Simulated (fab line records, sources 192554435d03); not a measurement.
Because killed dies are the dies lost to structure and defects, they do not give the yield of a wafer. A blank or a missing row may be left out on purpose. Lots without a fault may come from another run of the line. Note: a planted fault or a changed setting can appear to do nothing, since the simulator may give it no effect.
Problem report, 8D (eight disciplines) form, completed by code | flow n5-finfet | the parts of the form that need people (team, actions taken, sign-off) are left out

== 1. WHAT WENT WRONG ==
At N5_HKMG_FIN_COAT_66, run-length-s averages 59.52 s over 3 wafers from 3 lots, while fault-free wafers read 66.26 s, standard deviation 0.26. Measured from the usual mean, that is -26 standard deviations.
The step: time 60 s, resist thk 300 nm.
Earliest sighting: wafer L713.3 on litho-track-04 at day 5 04:37. The record holds 31 wafers of 11 lots with a number at this step. By rule, "out" or "out of limits" means more than 4 standard deviations away from the usual mean. The other wafers with a number count as sound.

== 2. WHAT IT IS; WHAT IT IS NOT ==
question                    | is                                 | is not
which readings at this step | run-length-s, heater-power-total-W | exhaust-pa
which lots                  | L713, L717, L720                   | L712, L726, L727, L728, L729, L731, L732, L733
which wafers of those lots  | L713.3, L717.2, L720.2             | L713.4, L713.6, L717.1, L720.1
read on which tools         | litho-track-04                     | litho-track-01, litho-track-03
when                        | from day 5 04:37                   | up to then (5 sound wafers); but 23 sound wafers of L717, L720, L726, L727, L728, L729, L731, L732, L733 came after

== 3. SUSPECTS, AND WHAT RULES EACH OUT ==
Counting: a tool at a process step up to the reading stays a suspect if it ran every lot that is out. Sound lots after the first of them don't rule it out here, since some wafers of a struck lot are sound.
- litho-track-04 at N5_HKMG_FIN_COAT_66 (time 60 s, resist thk 300 nm): kept. It ran every lot that is out, first L713 (day 5 04:37); its last sound lot up to then is L712 (day 4 21:29). Its own heater-power-total-W, run-length-s readings are out on those wafers.
Left after counting: litho-track-04 at N5_HKMG_FIN_COAT_66.

== 4. THE CAUSE (what the simulator had put in) ==
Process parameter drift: litho-track-04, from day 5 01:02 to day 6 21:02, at N5_HKMG_FIN_COAT_66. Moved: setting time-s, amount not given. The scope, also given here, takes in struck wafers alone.
Only this tool survived the counting.

== 5. THE CHAIN OF EFFECTS, in route order ==
One row per reading whose mean, taken over the struck wafers that have a number, lies over 3 standard deviations from the usual. Readings are gone through only where the record gives a usual standard deviation; hours: the median, over the lots, of the time from a lot's start at the first step in this table giving one to that lot's start at this step; sigmas: the change measured in usual standard deviations.
hours | step                | reading              | usual   | on struck wafers | change | sigmas
0     | N5_HKMG_FIN_COAT_66 | heater-power-total-W | 500.5 W | 538.3            | +37.8  | +20
0     | N5_HKMG_FIN_COAT_66 | run-length-s         | 66.26 s | 59.52            | -6.74  | -26
Its process steps:
- N5_HKMG_FIN_COAT_66: time 60 s, resist thk 300 nm.

== 6. WHAT WOULD HAVE CAUGHT IT SOONER ==
4 hours passed between the start of the fault at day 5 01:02 and the first reading out of limits in this record, taken at day 5 04:37.
